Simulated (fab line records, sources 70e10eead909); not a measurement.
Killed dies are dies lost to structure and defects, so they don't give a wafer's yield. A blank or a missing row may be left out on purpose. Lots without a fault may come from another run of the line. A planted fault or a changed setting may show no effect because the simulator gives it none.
One fault seen from 2 desks | flow nand_harc | each desk has only its own numbers; what lay behind them comes last

THE METROLOGY DESK
What the gauges read, lot by lot, whatever tool the lot ran on: means of the sampled wafers that have a number. A lot is out of limits, marked OUT, if its mean lies more than 4 standard deviations from the usual mean; the brackets give that distance.
Columns: A = cd_nm at NHARC_A_M0_CD_MEAS_09, usual 79.7 nm
lot  | first seen here | A
L767 | day 22 17:14    | 80.3
L768 | day 23 12:47    | 79.3
L772 | day 24 00:05    | 80.0
L770 | day 24 00:35    | 80.0
L771 | day 24 04:52    | 79.3
L769 | day 24 06:20    | 80.2
L773 | day 25 08:37    | 78.8
L775 | day 25 18:52    | 79.0
L778 | day 27 12:34    | 74.8 (-8.1) OUT
L785 | day 30 05:50    | 79.8
L786 | day 30 20:17    | 79.4
L788 | day 31 07:17    | 79.2
L790 | day 32 22:59    | 79.7
This desk's finding: out of limits on L778; first on L778, day 27 12:34 (cd_nm at NHARC_A_M0_CD_MEAS_09). In limits: L767, L768, L772, L770, L771, L769, L773, L775, L785, L786, L788, L790.

THE TOOL OWNER'S DESK: arfi_scanner-02
The tool's own readings at NHARC_A_M0_EXPOSE_06 (exposes mask A M0, target cd 80 nm): means of the sampled wafers that have a number, for each lot that ran on this tool. A lot is out of limits, marked OUT, if its mean lies more than 4 standard deviations from the usual mean; the brackets give that distance.
Columns: A = exposure_dose_mJ_cm2 at NHARC_A_M0_EXPOSE_06, usual 83.17
lot  | first seen here | A
L767 | day 22 17:05    | 83.13
L772 | day 23 23:57    | 83.27
L773 | day 25 08:29    | 83.10
L778 | day 27 12:25    | 84.10 (+13) OUT
L785 | day 30 05:41    | 83.18
This desk's finding: out of limits on L778; first on L778, day 27 12:25 (exposure_dose_mJ_cm2 at NHARC_A_M0_EXPOSE_06). In limits: L767, L772, L773, L785.

PUT TOGETHER
The tool owner's desk could have raised an alarm at day 27 12:25, on L778.
The metrology desk could have raised an alarm at day 27 12:34, on L778.
Of the lots named, all ran NHARC_A_M0_EXPOSE_06 on arfi_scanner-02.

WHAT THE SIMULATOR HAD PUT IN
Process parameter drift: arfi_scanner-02, from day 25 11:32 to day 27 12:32, at NHARC_A_M0_EXPOSE_06. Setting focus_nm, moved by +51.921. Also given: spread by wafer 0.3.
Lots struck among those shown: L778.
Hours from the fault's start to each desk's first reading out of limits: the tool owner's desk, 49; the metrology desk, 49.
